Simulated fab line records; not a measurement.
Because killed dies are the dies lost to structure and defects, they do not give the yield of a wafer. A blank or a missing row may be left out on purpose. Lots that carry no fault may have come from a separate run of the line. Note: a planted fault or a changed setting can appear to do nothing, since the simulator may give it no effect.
fab line records    flow n5_finfet
[record] lots = 9  wafers = 26  last_day = 19
route steps=1938 shown FIN_CUT@176 STI_FIN_REVEAL@190 DUMMY_GATE@214 BEOL_M4@1111 PASSIVATION@1936
lots that met no fault: from a run of the same line without faults
start_h: hours from the record's first day to the start of the lot's first wafer shown    wait_h: how many hours have passed since the lot's step before this one    " as in the row above    L1.1+2: a row that stands for several wafers    - either no value or no given start    * or withheld: withheld    < > ~ a bound
route shown NAME@n: NAME is a module with steps in the file, n the number in the route of the first one    usual: mean and standard deviation over wafers with no fault    same: alike in all rows    chamber/n: place in a boat    sites: readings site by site    _std_site: the standard deviation of these    _edge_site: the outer-site mean with the inner-site mean subtracted    radius_mm: how far each site lies from the wafer's centre    mask NAME#n: copy n    behind: the tool/chamber that last shaped the wafer    hold: why the lot was held/for how many hours/how that ended    device: which transistor (n, p or np) failed to switch    end of line: the same wafers' tests at the end of the route    where a step has no rows: the recipe by itself    killed: not the wafer's yield, but the dies lost to structure and defects at the first sort    map: dies across one wafer; x = killed, . = not, _ = none there
set.NAME: the run value of the setting; set.NAME@STEP: its run value at that earlier step    model.NAME: the simulator's own value behind a step, which no gauge read
steps of the route over a sample of lots; a table a step, a row a wafer
services: when a tool's chamber went out of use (start_h, in hours from the record's first day, below 0 if earlier), for how many hours, and the reason
[[steps]]
[step N5_FIN_CUT_CUT_ETCH_15]
[recipe] chemistry = HBr/Cl2/O2  target = Si  target_depth_a = 1000  bt_time_s = 10  mask_material = SOC  time_s = 42.4  ion_energy_ev = *  bias_w = *  pressure_mtorr = 10  icp_w = 800  HBr_flow_sccm = 150  Cl2_flow_sccm = 80  O2_flow_sccm = 12
[usual] drypump_motor_current_A = 5.5/0.43  oes_product_au = 1.000/0.017  rf_fwd_power_W = *  throttle_valve_pct = 37.28/0.23
lot.wafer  tool       chamber  start_h  wait_h  drypump_motor_current_A  oes_product_au  rf_fwd_power_W  rf_hours_counter_h  throttle_valve_pct
L100.3     rie_si-02  0        46.61    0.0     5.2                      1.001           *               96                  37.11
L100.5     "          0        "        "       5.3                      0.994           *               -                   37.12
L100.6     "          1        "        "       5.6                      1.025           *               -                   37.52
L103.3     rie_si-01  0        63.76    0.0     5.2                      0.989           *               20                  37.21
L103.6     "          0        "        "       5.2                      0.988           *               -                   37.20
L105.1     rie_si-04  3        75.47    0.1     5.7                      1.017           *               80                  37.53
L105.2     "          0        "        "       4.7                      0.974           *               161                 37.39
L105.4     "          1        "        "       6.2                      0.994           *               190                 36.98
L108.2     rie_si-02  0        95.66    0.1     5.2                      0.997           *               97                  37.12
L108.5     "          0        "        "       5.2                      1.002           *               -                   37.12
L108.6     "          1        "        "       5.6                      1.015           *               -                   37.52
L114.2     rie_si-04  1        132.02   0.1     6.1                      1.001           *               191                 36.98
L114.3     "          0        "        "       4.7                      0.962           *               162                 37.40
L114.6     "          1        "        "       6.1                      0.999           *               -                   36.98
L115.1     rie_si-01  3        136.02   0.1     5.8                      1.015           *               116                 37.51
L115.2     "          2        "        "       5.2                      0.966           *               89                  37.09
L115.3     "          0        "        "       5.2                      0.998           *               21                  37.19
L117.2     rie_si-04  1        146.76   0.1     6.1                      0.992           *               191                 36.99
L117.3     "          3        "        "       5.6                      1.013           *               81                  37.52
L117.4     "          2        "        "       5.2                      1.000           *               10                  37.28
L119.1     rie_si-01  2        159.97   0.1     5.2                      0.968           *               90                  37.09
L119.2     "          1        "        "       6.0                      1.020           *               140                 37.05
L119.4     "          0        "        "       5.2                      0.988           *               21                  37.19
L120.3     rie_si-02  1        166.53   0.0     5.6                      1.029           *               153                 37.52
L120.4     "          3        "        "       5.1                      1.015           *               -                   37.02
L120.5     "          2        "        "       6.0                      1.006           *               -                   37.71
[step N5_STI_FIN_REVEAL_ETCHBACK_08]
[recipe] chemistry = C4F6/O2  target = SiO2  target_depth_a = 305  time_s = 10.167  ion_energy_ev = 250  pressure_mtorr = 30  source_w = 345  bias_w = 185  Ar_flow_sccm = 300  C4F6_flow_sccm = 10  O2_flow_sccm = 10
[usual] C4F6_flow_sccm = 9.999/0.028  drypump_motor_current_A = 5.8/0.37  oes_ar_750_au = 0.76/0.09  oes_product_au = 0.76/0.096  rf_fwd_power_W = 341.2/1.5  rf_vpp_V = 669/8.5  showerhead_plenum_p_Torr = 2.82/0.12  throttle_valve_pct = 21.33/0.19
lot.wafer  tool         chamber  start_h  wait_h  C4F6_flow_sccm  drypump_motor_current_A  oes_ar_750_au  oes_product_au  rf_fwd_power_W  rf_hours_counter_h  rf_vpp_V  showerhead_plenum_p_Torr  throttle_valve_pct
L100.3     rie_diel-04  3        52.57    0.1     10.004          6.4                      0.72           0.73            341.5           185                 665       2.82                      21.53
L100.5     "            3        "        "       10.015          6.5                      0.72           0.73            341.7           -                   663       2.82                      21.52
L100.6     "            0        "        "       9.989           6.2                      0.71           0.70            341.7           -                   660       2.71                      21.83
L103.3     rie_diel-03  3        70.48    0.1     9.974           5.5                      0.71           0.71            340.8           198                 679       2.95                      21.30
L103.6     "            1        "        "       10.012          5.8                      0.69           0.68            342.3           -                   653       2.93                      21.11
L105.1     rie_diel-04  3        81.68    0.4     10.029          6.4                      0.71           0.72            343.9           196                 663       2.81                      21.54
L105.2     "            1        "        "       9.996           6.0                      0.69           0.69            339.4           230                 671       2.80                      21.14
L105.4     "            1        "        "       10.020          6.0                      0.68           0.68            341.6           -                   673       2.80                      21.13
L108.2     rie_diel-03  3        103.03   0.2     10.027          5.5                      0.70           0.70            341.0           211                 680       2.95                      21.31
L108.5     "            1        "        "       9.990           5.8                      0.68           0.67            342.2           -                   653       2.92                      21.14
L108.6     "            0        "        "       9.998           5.7                      0.76           0.77            339.3           -                   681       2.62                      21.24
L114.2     rie_diel-05  0        138.20   0.2     9.983           5.4                      0.71           0.70            343.8           228                 663       2.79                      21.35
L114.3     "            2        "        "       9.956           5.9                      0.76           0.76            339.5           143                 674       2.64                      21.52
L114.6     "            3        "        "       10.023          4.9                      0.90           0.90            340.6           -                   662       3.02                      21.12
L115.1     rie_diel-04  3        142.50   0.2     9.993           6.4                      0.69           0.70            341.1           221                 661       2.80                      21.57
L115.2     "            2        "        "       9.966           6.0                      0.90           0.90            341.1           30                  673       2.79                      21.19
L115.3     "            0        "        "       10.034          6.2                      0.91           0.93            341.0           16                  671       3.05                      21.55
L117.2     rie_diel-04  2        153.04   0.3     10.014          6.0                      0.89           0.91            339.4           34                  672       2.79                      21.21
L117.3     "            2        "        "       9.993           6.0                      0.89           0.89            339.5           -                   671       2.79                      21.19
L117.4     "            0        "        "       9.975           6.1                      0.89           0.92            340.8           -                   670       3.04                      21.55
L119.1     rie_diel-03  0        165.98   0.3     9.995           5.7                      0.74           0.74            339.8           159                 682       2.61                      21.27
L119.2     "            3        "        "       10.012          5.5                      0.69           0.67            341.4           235                 680       2.94                      21.34
L119.4     "            2        "        "       10.000          5.6                      0.73           0.72            341.2           172                 660       2.87                      21.30
L120.3     rie_diel-03  0        172.66   0.2     10.010          5.7                      0.73           0.74            340.4           -                   681       2.61                      21.27
L120.4     "            3        "        "       10.041          5.5                      0.69           0.68            342.5           -                   678       2.94                      21.34
L120.5     "            0        "        "       9.984           5.7                      0.73           0.74            340.8           -                   680       2.61                      21.27
[step N5_STI_FIN_REVEAL_CD_MEAS_22]
[recipe] target_cd_nm = 6.238  pitch_nm = 28  polarity = line
[usual] cd_nm = 6.15/0.25
lot.wafer  tool       chamber  start_h  wait_h  cd_nm
L100.3     cd_sem-01  -        55.49    0.0     5.65
L100.5     "          -        "        "       6.34
L100.6     "          -        "        "       6.39
L103.3     cd_sem-01  -        73.40    0.0     5.48
L103.6     "          -        "        "       6.13
L105.1     cd_sem-03  -        84.60    0.0     5.66
L105.2     "          -        "        "       6.18
L105.4     "          -        "        "       6.13
L108.2     cd_sem-01  -        105.96   0.0     6.45
L108.5     "          -        "        "       6.11
L108.6     "          -        "        "       5.94
L114.2     cd_sem-01  -        141.13   0.0     6.51
L114.3     "          -        "        "       6.36
L114.6     "          -        "        "       6.39
L115.1     cd_sem-02  -        147.02   0.0     6.05
L115.2     "          -        "        "       6.40
L115.3     "          -        "        "       5.95
L117.2     cd_sem-01  -        156.02   0.0     5.93
L117.3     "          -        "        "       5.85
L117.4     "          -        "        "       6.20
L119.1     cd_sem-01  -        168.90   0.0     6.08
L119.2     "          -        "        "       6.29
L119.4     "          -        "        "       5.86
L120.3     cd_sem-01  -        175.64   0.0     5.94
L120.4     "          -        "        "       6.48
L120.5     "          -        "        "       6.13
[step N5_DUMMY_GATE_ALD_02]
[recipe] material = SiO2  target_thk_a = 20  temp_c = 300  ald_precursor_family = BDEAS  ald_co_reactant = O2-plasma  pulse_time_s = 1  pressure_torr = 2
[usual] heater_power_w = 496/30  precursor_pulse_height_rel = 1.001/0.019  susceptor_temp_C = 299.98/0.17
lot.wafer  tool        chamber  start_h  wait_h  heater_power_w  precursor_pulse_height_rel  susceptor_temp_C
L100.3     ald_sin-03  1        55.70    0.0     475             1.033                       299.86
L100.5     "           0        "        "       508             1.016                       300.17
L100.6     "           3        "        "       463             1.043                       299.84
L103.3     ald_sin-04  2        73.61    0.0     524             1.007                       299.88
L103.6     "           0        "        "       518             1.021                       299.89
L105.1     ald_sin-02  2        84.82    0.0     480             0.995                       299.90
L105.2     "           0        "        "       439             1.011                       300.27
L105.4     "           3        "        "       466             1.047                       299.94
L108.2     ald_sin-02  0        106.17   0.0     439             1.019                       300.00
L108.5     "           1        "        "       508             0.989                       299.91
L108.6     "           0        "        "       427             1.039                       300.18
L114.2     ald_sin-03  2        141.34   0.0     510             1.011                       300.00
L114.3     "           0        "        "       511             1.013                       300.04
L114.6     "           0        "        "       507             0.990                       300.53
L115.1     ald_sin-02  1        147.23   0.0     514             0.989                       300.21
L115.2     "           3        "        "       478             1.027                       299.85
L115.3     "           2        "        "       447             0.985                       291.42
L117.2     ald_sin-02  2        156.24   0.0     430             1.011                       291.43
L117.3     "           3        "        "       469             1.004                       300.29
L117.4     "           1        "        "       531             1.007                       299.92
L119.1     ald_sin-03  3        169.70   0.6     485             1.000                       300.17
L119.2     "           2        "        "       510             1.014                       300.03
L119.4     "           1        "        "       488             1.015                       299.93
L120.3     ald_sin-03  1        175.85   0.0     488             1.028                       299.90
L120.4     "           3        "        "       486             0.997                       299.91
L120.5     "           2        "        "       515             1.011                       300.05
[step N5_BEOL_M4_RC_MEAS_101]
[usual] DIBL_N = 35.3/1.8  DIBL_P = 35.2/2.2  IOFF_N = 0.144/0.029  IOFF_P = 0.19/0.031  ION_N = 670/12  ION_P = 460/7.6  SS_N = 71.2/0.62  SS_P = 73.0/0.69  VT_N = 251/3.4  VT_P = -251.4/2.6
lot.wafer  tool       chamber  start_h  wait_h  DIBL_N[mV/V]  DIBL_P[mV/V]  IOFF_N[nA/um]  IOFF_P[nA/um]  ION_N[uA/um]  ION_P[uA/um]  SS_N[mV/dec]  SS_P[mV/dec]  VT_N[mV]  VT_P[mV]
L100.3     prober-02  0        214.20   0.3     34.0          33.6          0.122          0.19           665           463           71.0          72.7          252       -251.3
L100.5     "          0        "        "       36.4          36.8          0.160          0.25           681           473           71.7          73.3          249       -247.2
L100.6     "          0        "        "       33.7          32.6          0.119          0.18           662           459           69.9          72.2          253       -250.4
L103.3     prober-01  0        237.09   0.3     29.2          27.8          0.072          0.10           628           436           69.8          72.0          263       -260.2
L103.6     "          0        "        "       34.0          34.2          0.124          0.16           651           449           71.8          73.0          255       -253.9
L105.1     prober-02  0        238.17   0.2     31.7          32.1          0.103          0.14           658           455           70.2          72.0          257       -255.7
L105.2     "          0        "        "       35.2          36.9          0.156          0.21           673           461           71.4          73.1          251       -253.1
L105.4     "          0        "        "       35.5          36.9          0.157          0.20           679           462           71.3          73.4          249       -249.9
L108.2     prober-02  0        245.73   0.2     36.4          34.6          0.139          0.20           660           456           70.8          72.9          252       -251.3
L108.5     "          0        "        "       37.2          36.3          0.151          0.22           668           464           71.5          73.7          251       -249.3
L108.6     "          0        "        "       35.8          34.6          0.131          0.19           674           464           71.6          72.4          252       -250.5
L114.2     prober-01  0        281.12   0.2     35.2          37.0          0.166          0.22           679           457           72.0          74.0          247       -252.0
L114.3     "          0        "        "       33.5          35.2          0.137          0.18           678           461           70.9          72.5          252       -254.6
L114.6     "          0        "        "       33.7          36.4          0.148          0.20           678           467           70.8          73.4          249       -253.4
L115.1     prober-01  0        306.10   0.0     36.0          34.9          0.143          0.19           659           456           71.5          72.6          254       -249.3
L115.2     "          0        "        "       35.0          34.2          0.130          0.18           673           465           70.1          72.3          251       -252.6
L115.3     "          0        "        "       32.7          31.9          0.108          0.16           665           467           70.4          72.3          252       -250.9
L117.2     prober-02  0        309.54   0.2     34.2          33.7          0.142          0.19           685           470           70.9          72.6          250       -249.0
L117.3     "          0        "        "       32.6          31.2          0.108          0.16           667           460           71.0          72.6          253       -253.1
L117.4     "          0        "        "       33.4          32.4          0.120          0.18           684           474           70.9          72.9          254       -249.8
L119.1     prober-01  0        324.31   0.0     35.8          35.3          0.138          0.20           668           456           71.2          73.1          250       -249.3
L119.2     "          0        "        "       37.0          37.5          0.159          0.23           661           460           71.6          72.8          250       -248.0
L119.4     "          0        "        "       33.9          33.2          0.114          0.16           651           450           70.2          72.4          254       -253.4
L120.3     prober-01  0        341.91   0.3     35.6          34.8          0.137          0.18           667           456           71.4          73.4          254       -254.8
L120.4     "          0        "        "       40.4          40.9          0.234          0.28           680           461           73.2          74.8          244       -247.3
L120.5     "          0        "        "       37.9          37.7          0.171          0.23           670           460           72.4          74.4          247       -250.3
[step N5_PASSIVATION_PROBE_49]
[usual] defect_limited_yield = 91.0/1.4  killed_at_M0_to_M3 = 36/10  killed_at_M4_up = 15/5  killed_at_contacts = 12/6.1  killed_at_front_end = 40/13  killed_at_other = 3.8/2.9  killed_dies = 106/16  killed_open = 68/12  killed_short = 35/8.2  sort_bin_5_function = 5.2/0.9  sort_bin_6_memory = 3.4/0.71  sort_bin_8_speed = 0.0/0.46  sort_n_pass = 1073/17  sort_yield_pct = 91.0/1.5
[same] gross_dies = 1180  killed_at_back_side = 0  sort_bin_4_leakage[%] = 0
lot.wafer  tool       chamber  start_h  wait_h  defect_limited_yield[%]  killed_at_M0_to_M3  killed_at_M4_up  killed_at_contacts  killed_at_front_end  killed_at_other  killed_dies  killed_open  killed_short  sort_bin_5_function[%]  sort_bin_6_memory[%]  sort_bin_8_speed[%]  sort_n_pass  sort_yield_pct[%]
L100.3     prober-01  -        335.57   0.1     91.5                     32                  6                12                  44                   6                100          51           48            3.6                     4.3                   0                    1080         91.5
L100.5     prober-01  -        335.67   0.2     89.2                     38                  12               17                  53                   8                128          76           52            6.4                     4.2                   0                    1052         89.2
L100.6     prober-01  -        335.72   0.3     88.8                     42                  11               9                   67                   3                132          59           62            6.0                     4.2                   0                    1048         88.8
L115.1     prober-01  -        412.87   0.0     89.8                     47                  4                14                  53                   2                120          81           39            6.2                     3.9                   0                    1060         89.8
L115.2     prober-01  -        412.92   0.1     92.0                     27                  11               11                  38                   7                94           53           33            4.6                     2.7                   0                    1086         92.0
L115.3     prober-01  -        412.97   0.1     86.8                     67                  14               6                   60                   9                156          100          55            8.6                     4.2                   0                    1024         86.8
L117.2     prober-02  -        422.36   0.1     91.4                     32                  18               23                  28                   1                102          71           27            5.4                     2.8                   0                    1078         91.4
L117.3     prober-02  -        422.41   0.1     92.8                     24                  8                17                  36                   0                85           53           29            4.3                     2.4                   0                    1095         92.8
L117.4     prober-02  -        422.46   0.2     92.6                     22                  8                8                   47                   2                87           48           33            4.2                     2.6                   0                    1093         92.6
// killed by level:class
L100.3 FIN_SAQP:geometric_particle:short=19 BEOL_M3:geometric_particle:open=9 MOL_CONTACT_COAG:geometric_particle:open=8 FIN_SAQP:geometric_particle:open=7 BEOL_M0_SAQP:geometric_particle:open=7 BEOL_M0_SAQP:geometric_particle:short=7 STI_FIN_REVEAL:geometric_particle:open=6 GATE_CUT:geometric_particle:short=6
L100.5 FIN_SAQP:geometric_particle:short=19 MOL_CONTACT_COAG:geometric_particle:open=15 STI_FIN_REVEAL:geometric_particle:open=11 BEOL_M3:geometric_particle:open=10 BEOL_M0_SAQP:geometric_particle:short=9 FIN_SAQP:geometric_particle:open=6 BEOL_M4:geometric_particle:open=6 BEOL_M0_SAQP:geometric_particle:open=5
L100.6 FIN_SAQP:geometric_particle:short=30 BEOL_M0_SAQP:geometric_particle:short=14 STI_FIN_REVEAL:geometric_particle:open=9 BEOL_M0_SAQP:geometric_particle:open=8 BEOL_M2:geometric_particle:open=8 HKMG_FIN:area_etch=8 FIN_SAQP:geometric_particle:open=7 MOL_CONTACT_COAG:geometric_particle:open=7
L115.1 FIN_SAQP:geometric_particle:open=17 MOL_CONTACT_COAG:geometric_particle:open=13 BEOL_M0_SAQP:geometric_particle:short=13 BEOL_M3:geometric_particle:open=10 BEOL_M0_SAQP:geometric_particle:open=9 FIN_SAQP:geometric_particle:short=8 STI_FIN_REVEAL:geometric_particle:open=5 BEOL_M1:geometric_particle:open=5
L115.2 FIN_SAQP:geometric_particle:open=8 MOL_CONTACT_COAG:geometric_particle:open=8 BEOL_M0_SAQP:geometric_particle:short=7 BEOL_M2:geometric_particle:open=7 FIN_SAQP:geometric_particle:short=5 DUMMY_GATE:geometric_particle:open=5 BEOL_M0_SAQP:geometric_particle:open=5 STARTING-WAFER:geometric_particle:open=4
L115.3 BEOL_M0_SAQP:geometric_particle:open=19 FIN_SAQP:geometric_particle:open=16 FIN_SAQP:geometric_particle:short=14 BEOL_M0_SAQP:geometric_particle:short=14 BEOL_M1:geometric_particle:open=14 GATE_CUT:geometric_particle:short=6 MOL_CONTACT_COAG:geometric_particle:open=6 BEOL_M2:geometric_particle:open=6
L117.2 MOL_CONTACT_COAG:geometric_particle:open=15 BEOL_M4:geometric_particle:open=12 FIN_SAQP:geometric_particle:open=9 MOL_CONTACT_COAG:geometric_particle:short=8 STI_FIN_REVEAL:geometric_particle:open=6 BEOL_M2:geometric_particle:open=6 BEOL_M0_SAQP:geometric_particle:short=6 BEOL_M1:geometric_particle:open=6
L117.3 MOL_CONTACT_COAG:geometric_particle:open=13 STI_FIN_REVEAL:geometric_particle:open=8 FIN_SAQP:geometric_particle:open=6 FIN_SAQP:geometric_particle:short=6 DUMMY_GATE:geometric_particle:open=6 BEOL_M1:geometric_particle:short=5 BEOL_M2:geometric_particle:open=4 MOL_CONTACT_COAG:geometric_particle:short=3
L117.4 STI_FIN_REVEAL:geometric_particle:open=17 FIN_SAQP:geometric_particle:open=7 BEOL_M0_SAQP:geometric_particle:short=7 STI_FIN_REVEAL:geometric_particle:short=5 MOL_CONTACT_COAG:geometric_particle:open=5 HKMG_FIN:area_etch=5 FIN_SAQP:geometric_particle:short=4 BEOL_M1:geometric_particle:open=4
[[services]]
tool         chamber  start_h  hours  kind
rie_si-04    3        26.20    18.2   repair
ald_sin-03   2        36.17    30.6   repair
ald_sin-03   -        46.93    2.8    pm
ald_sin-04   1        63.54    2.9    repair
rie_si-04    2        63.97    9.9    repair
ald_sin-04   2        64.22    4.0    repair
ald_sin-02   1        65.88    6.1    repair
rie_si-02    1        78.18    1.2    repair
ald_sin-03   -        85.25    14.0   pm
ald_sin-03   -        110.50   6.0    pm
rie_diel-04  2        111.08   2.3    repair
rie_diel-04  0        114.22   9.2    repair
rie_diel-05  1        122.72   2.8    repair
ald_sin-03   0        123.41   7.3    repair
rie_diel-04  0        124.38   7.7    repair
rie_diel-03  0        133.02   5.2    repair
rie_si-02    -        133.52   0.8    repair
rie_si-02    0        138.40   2.4    repair
rie_si-01    0        140.91   2.1    repair
rie_diel-04  3        151.07   9.0    repair
rie_si-01    -        155.36   2.8    pm
rie_si-02    0        161.65   8.5    repair
ald_sin-03   -        170.87   0.7    repair
rie_diel-03  2        172.34   8.9    repair
[[key]]
[first_sign] step = N5_DUMMY_GATE_ALD_02  reading = susceptor_temp_C  direction = down  sigmas = 49  usual = *  struck = *
effect none on later readings
met_at N5_DUMMY_GATE_ALD_02
struck_lots L115,L117
struck_wafers L115.3,L117.2
not_acting_at N5_FIN_CUT_CUT_ETCH_15,N5_STI_FIN_REVEAL_ETCHBACK_08,N5_STI_FIN_REVEAL_CD_MEAS_22
onset_between 84.82 147.23
[fault] kind = process_parameter_drift  tool = ald_sin-02  chamber = 2  onset_h = 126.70  steps = N5_DUMMY_GATE_ALD_02  channel = temp_c  offset = *  shape = step  end_h = 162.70  acts_in = *  stated = *
